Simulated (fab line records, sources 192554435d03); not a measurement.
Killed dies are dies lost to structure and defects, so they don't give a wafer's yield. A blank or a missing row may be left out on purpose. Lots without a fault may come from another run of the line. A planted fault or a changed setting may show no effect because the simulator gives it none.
Split-lot experiment | flow n5_finfet | 7 lots, 21 wafers read, on a route of 1938 steps

THE SPLIT
At N5_BEOL_M13_COAT_04 (resist thk 400 nm), the setting spin_rpm was moved away from the recipe's 1625 rpm on 10 of the 21 wafers read, by -9.8% to +8.0%. The other wafers ran this setting at the recipe's value.

FROM THE SPLIT TO THE READING: what the file shows between them, 4 steps
- N5_BEOL_M13_EBR_06
- N5_BEOL_M13_SOFTBAKE_05: time 60 s
- N5_BEOL_M13_DESCUM_15: chemistry O2, time 7.9 s
- N5_BEOL_M13_ETCH_59: etches BARC in N2/H2, target depth 89 nm, overetch 26.7 nm, time 67.9 s

THE READING
coat_of_BEOL_M13_COAT_04.thk_nm (the simulator's own value, which no gauge read), in nm, at N5_BEOL_M13_VIA_ETCH_16 (etches SiOC in C4F8/O2/Ar, target depth 921.7 nm). The file gives no usual value for it. The 11 wafers here that ran the recipe average 72.8 nm, standard deviation 2.9 nm.

wafer  | tool, chamber at the split | spin_rpm as run, rpm | against the recipe | coat_of_BEOL_M13_COAT_04.thk_nm, nm | against lot-mates on the recipe
L074.1 | litho_track-03, 0          | 1625                 | recipe             | 73.8                                | -
L074.2 | litho_track-03, 0          | 1625                 | recipe             | 72.8                                | -
L074.5 | litho_track-03, 0          | 1625                 | recipe             | 70.6                                | -
L082.2 | litho_track-03, 0          | 1717                 | +5.7%              | 65.2                                | -7.8
L082.5 | litho_track-03, 0          | 1625                 | recipe             | 74.2                                | -
L082.6 | litho_track-03, 0          | 1625                 | recipe             | 71.8                                | -
L084.4 | litho_track-01, 0          | 1625                 | recipe             | 69.8                                | -
L084.5 | litho_track-01, 0          | 1521                 | -6.4%              | 83.4                                | +13.6
L084.6 | litho_track-01, 0          | 1521                 | -6.4%              | 84.8                                | +15.0
L086.1 | litho_track-01, 0          | 1625                 | recipe             | 79.4                                | -
L086.4 | litho_track-01, 0          | 1625                 | recipe             | 74.6                                | -
L086.5 | litho_track-01, 0          | 1466                 | -9.8%              | 96.2                                | +19.2
L091.1 | litho_track-01, 0          | 1625                 | recipe             | 73                                  | -
L091.4 | litho_track-01, 0          | 1724                 | +6.1%              | 56.8                                | -16.2
L091.5 | litho_track-01, 0          | 1724                 | +6.1%              | 61.6                                | -11.4
L092.3 | litho_track-04, 0          | 1522                 | -6.3%              | 83.8                                | +16.0
L092.5 | litho_track-04, 0          | 1625                 | recipe             | 67.8                                | -
L092.6 | litho_track-04, 0          | 1522                 | -6.3%              | 81.8                                | +14.0
L093.3 | litho_track-04, 0          | 1625                 | recipe             | 73.2                                | -
L093.4 | litho_track-04, 0          | 1755                 | +8.0%              | 52.4                                | -20.8
L093.6 | litho_track-04, 0          | 1755                 | +8.0%              | 57.6                                | -15.6

THE FIT
A straight line over all 21 wafers: coat_of_BEOL_M13_COAT_04.thk_nm changes by -2.02 nm for each +1% of spin_rpm; r = -0.96; the points scatter about the line by 3 nm.
The same after taking each lot's own level away (the mean of its wafers on the recipe; 21 wafers): -2.16 nm for each +1%; r = -0.98; scatter 2 nm.
On that fit, the largest move of spin_rpm shifts the reading by 21 nm.
The lots' own levels span 67.80 to 77.00 nm, that is 3.2 times the standard deviation above.
So the lot-to-lot level changes the slope little: the two slopes agree.
Check: with one of the wafers moved furthest among these (-9.8%) left out of the fit, the line predicts +22 nm for it against its lot-mates. It came out at +19.2 nm against them.

OTHER SPLITS ON THESE WAFERS
These wafers also went through other splits before the reading. Each is held against what the fit with the lots' levels taken away leaves over:
other split on the same wafers    | wafers away from the commonest value | r with coat_of_BEOL_M13_COAT_04.thk_nm (lot level and that fit taken away)
N5_BEOL_M11_COAT_59 spin_rpm      | 6                                    | -0.19
N5_BEOL_M11_ETCH_41 time_s        | 11                                   | -0.30
N5_BEOL_M11_CURE_72 time_s        | 7                                    | -0.08
N5_BEOL_M12_CMP_49 down_force_psi | 6                                    | -0.44

THE WHOLE CHAIN: every reading that the file lists as answering this split, in the file's order
step                    | what it does                                     | reading                                                                          | change (the file's fit)              | r (the file's)
N5_BEOL_M13_COAT_04     | resist thk 400 nm                                | coat_of_BEOL_M13_COAT_04.thk_nm (the simulator's own value, which no gauge read) | -2.04 nm for each +1% of the setting | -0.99
N5_BEOL_M13_VIA_ETCH_16 | etches SiOC in C4F8/O2/Ar, target depth 921.7 nm | coat_of_BEOL_M13_COAT_04.thk_nm (the simulator's own value, which no gauge read) | -2.09 nm for each +1% of the setting | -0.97
N5_BEOL_M13_STRIP_63    | strips in N2/H2                                  | strip_time_to_endpoint_s                                                         | withheld for each +1% of the setting | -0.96

THE FILE'S OWN FIT
coat_of_BEOL_M13_COAT_04.thk_nm changes by -2.09 nm for each +1% of spin_rpm, r = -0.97.
